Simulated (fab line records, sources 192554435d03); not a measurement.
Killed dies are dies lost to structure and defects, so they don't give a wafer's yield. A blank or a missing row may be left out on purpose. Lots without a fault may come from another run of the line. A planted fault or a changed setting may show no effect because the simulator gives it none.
Split-lot experiment | flow n5_finfet | 7 lots, 21 wafers read, on a route of 1938 steps

THE SPLIT
At N5_WELL_APT_COAT_02 (resist thk 950 nm), the setting spin_rpm was moved away from the recipe's 1357 rpm on 4 of the 21 wafers read, by -4.4% to +5.5%. The other wafers ran this setting at the recipe's value.

The reading is taken at the split's own step.

THE READING
coat_of_WELL_APT_COAT_02.thk_nm (the simulator's own value, which no gauge read), in nm, at N5_WELL_APT_COAT_02 (resist thk 950 nm). The file gives no usual value for it. The 17 wafers here that ran the recipe average 950.1 nm, standard deviation 2.1 nm.

wafer  | tool, chamber at the split | spin_rpm as run, rpm | against the recipe | coat_of_WELL_APT_COAT_02.thk_nm, nm | against lot-mates on the recipe
L078.2 | litho_track-04, 0          | 1357                 | recipe             | 953.8                               | -
L078.6 | litho_track-04, 0          | 1357                 | recipe             | 953.8                               | -
L078.5 | litho_track-04, 0          | 1431                 | +5.5%              | 928.4                               | -25.4
L080.2 | litho_track-04, 0          | 1357                 | recipe             | 950.7                               | -
L080.4 | litho_track-04, 0          | 1357                 | recipe             | 949.4                               | -
L080.5 | litho_track-04, 0          | 1357                 | recipe             | 949.1                               | -
L081.1 | litho_track-04, 0          | 1357                 | recipe             | 953.4                               | -
L081.3 | litho_track-04, 0          | 1396                 | +2.9%              | 941.3                               | -10.5
L081.4 | litho_track-04, 0          | 1357                 | recipe             | 950.3                               | -
L082.1 | litho_track-02, 0          | 1357                 | recipe             | 948.4                               | -
L082.3 | litho_track-02, 0          | 1357                 | recipe             | 947.6                               | -
L082.4 | litho_track-02, 0          | 1357                 | recipe             | 950.6                               | -
L084.1 | litho_track-04, 0          | 1357                 | recipe             | 948.5                               | -
L084.2 | litho_track-04, 0          | 1297                 | -4.4%              | 970.5                               | +23.3
L084.5 | litho_track-04, 0          | 1357                 | recipe             | 945.9                               | -
L093.3 | litho_track-05, 0          | 1357                 | recipe             | 950.3                               | -
L093.4 | litho_track-05, 0          | 1357                 | recipe             | 950.8                               | -
L093.5 | litho_track-05, 0          | 1312                 | -3.3%              | 967.4                               | +16.9
L094.2 | litho_track-02, 0          | 1357                 | recipe             | 947.6                               | -
L094.3 | litho_track-02, 0          | 1357                 | recipe             | 951.1                               | -
L094.4 | litho_track-02, 0          | 1357                 | recipe             | 950.4                               | -

THE FIT
A straight line over all 21 wafers: coat_of_WELL_APT_COAT_02.thk_nm changes by -4.25 nm for each +1% of spin_rpm; r = -0.96; the points scatter about the line by 2.3 nm.
The same after taking each lot's own level away (the mean of its wafers on the recipe; 21 wafers): -4.78 nm for each +1%; r = -0.99; scatter 1.4 nm.
On that fit, the largest move of spin_rpm shifts the reading by 26 nm.
The lots' own levels span 947.20 to 953.80 nm, that is 3.1 times the standard deviation above.
So the lot-to-lot level changes the slope: the two fits differ.
Check: with one of the wafers moved furthest among these (+5.5%) left out of the fit, the line predicts -26.1 nm for it against its lot-mates. It came out at -25.4 nm against them.

OTHER SPLITS ON THESE WAFERS
These wafers also went through other splits before the reading. Each is held against what the fit with the lots' levels taken away leaves over:
other split on the same wafers  | wafers away from the commonest value | r with coat_of_WELL_APT_COAT_02.thk_nm (lot level and that fit taken away)
N5_ZERO_LAYER_EXPOSE_08 dose_mj | 7                                    | +0.36

THE FILE'S OWN FIT
coat_of_WELL_APT_COAT_02.thk_nm changes by -4.78 nm for each +1% of spin_rpm, r = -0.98.
